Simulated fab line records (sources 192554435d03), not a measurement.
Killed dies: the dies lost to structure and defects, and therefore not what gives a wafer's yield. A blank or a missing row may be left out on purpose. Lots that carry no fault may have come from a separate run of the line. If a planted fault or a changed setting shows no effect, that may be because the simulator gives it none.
Split-lot study ; flow n5 finfet ; route with 1938 steps; 7 lots, 21 wafers read

## SPLIT DETAILS
At N5_BEOL_M1_ETCH_64 (etches SOC in N2/H2, target depth 75 nm, overetch 15 nm, time 112.5 s), the setting time s was moved away from the recipe's 112.5 s on 7 of the 21 wafers read, by -17.9% to +11.0%. The other wafers ran this setting at the recipe's value.

The reading is taken at the split's own step.

## THE READING
SiARC_of_BEOL_M1_COAT_62.thk nm (the simulator's own value, which no gauge read), in nm, at N5_BEOL_M1_ETCH_64 (etches SOC in N2/H2, target depth 75 nm, overetch 15 nm, time 112.5 s). No usual value for it is given in the file. Here, 14 wafers ran the recipe; their average is 6.9 nm with a standard deviation of 0.14 nm.

wafer;tool, chamber at the split;time s as run, s;against the recipe;SiARC_of_BEOL_M1_COAT_62.thk nm, nm;against lot-mates on the recipe
L076.1;rie diel-02, 1;119.8;+6.5%;6.6;-0.4
L076.2;rie diel-02, 0,3;112.5;recipe;7;-
L076.3;rie diel-02, 0,3;112.5;recipe;7;-
L080.1;rie diel-06, 3;124.6;+10.8%;6.2;-0.4
L080.4;rie diel-06, 2;112.5;recipe;6.6;-
L080.5;rie diel-06, 1;124.6;+10.8%;6;-0.6
L083.2;rie diel-04, 0;112.5;recipe;6.8;-
L083.4;rie diel-04, 0;112.5;recipe;6.8;-
L083.3;rie diel-04, 2;112.5;recipe;7;-
L084.3;rie diel-02, 1;96.14;-14.5%;7.8;+0.8
L084.4;rie diel-02, 3;112.5;recipe;7;-
L084.6;rie diel-02, 2;96.14;-14.5%;7.6;+0.6
L085.3;rie diel-04, 1,3;112.5;recipe;6.8;-
L085.6;rie diel-04, 1,3;112.5;recipe;6.8;-
L085.4;rie diel-04, 2;112.5;recipe;7;-
L090.1;rie diel-02, 3;112.5;recipe;7;-
L090.3;rie diel-02, 1;92.37;-17.9%;8;+1.1
L090.4;rie diel-02, 2;112.5;recipe;6.8;-
L093.1;rie diel-06, 0;112.5;recipe;6.8;-
L093.3;rie diel-06, 1;124.9;+11.0%;5.8;-0.9
L093.5;rie diel-06, 3;112.5;recipe;6.6;-
Where a row lists several chambers, the file gives one row for several wafers and doesn't say which wafer went through which chamber.

FIT RESULTS
A straight line over all 21 wafers: SiARC_of_BEOL_M1_COAT_62.thk nm changes by -0.0657 nm for each +1% of time s; r = -0.96; the points scatter about the line by 0.16 nm.
The same after taking each lot's own level away (the mean of its wafers on the recipe; 21 wafers): -0.0557 nm for each +1%; r = -0.96; scatter 0.12 nm.
Per that fit: largest time s move, reading shift of 1 nm.
From 6.60 to 7.00 nm: that is the span of the lots' own levels, equal to 2.9 times the standard deviation above.
Hence the slope depends on the lot-to-lot level, as the two fits are not the same.
Check: with one of the wafers moved furthest among these (-17.9%) left out of the fit, the line predicts +0.932 nm for it against its lot-mates. It came out at +1.1 nm against them.

## FURTHER SPLITS ON THESE WAFERS
Note: prior to the reading, these wafers also went through further splits. Each is held against what the fit with the lots' levels taken away leaves over:
other split on the same wafers;wafers away from the commonest value;r with SiARC_of_BEOL_M1_COAT_62.thk nm (lot level and that fit taken away)
N5_MOL_CONTACT_COAG_DESCUM_45 time s;7;-0.18
N5_MOL_CONTACT_COAG_ETCH_67 source w;5;+0.07
N5_MOL_CONTACT_COAG_CVD_140 target thk a;9;-0.16
N5_BEOL_M0_SAQP_PECVD_00 time s;6;-0.07
N5_BEOL_M1_COAT_05 spin rpm;10;-0.04

## FILE'S OWN FIT
SiARC_of_BEOL_M1_COAT_62.thk nm changes by -0.0589 nm for each +1% of time s, r = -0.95.
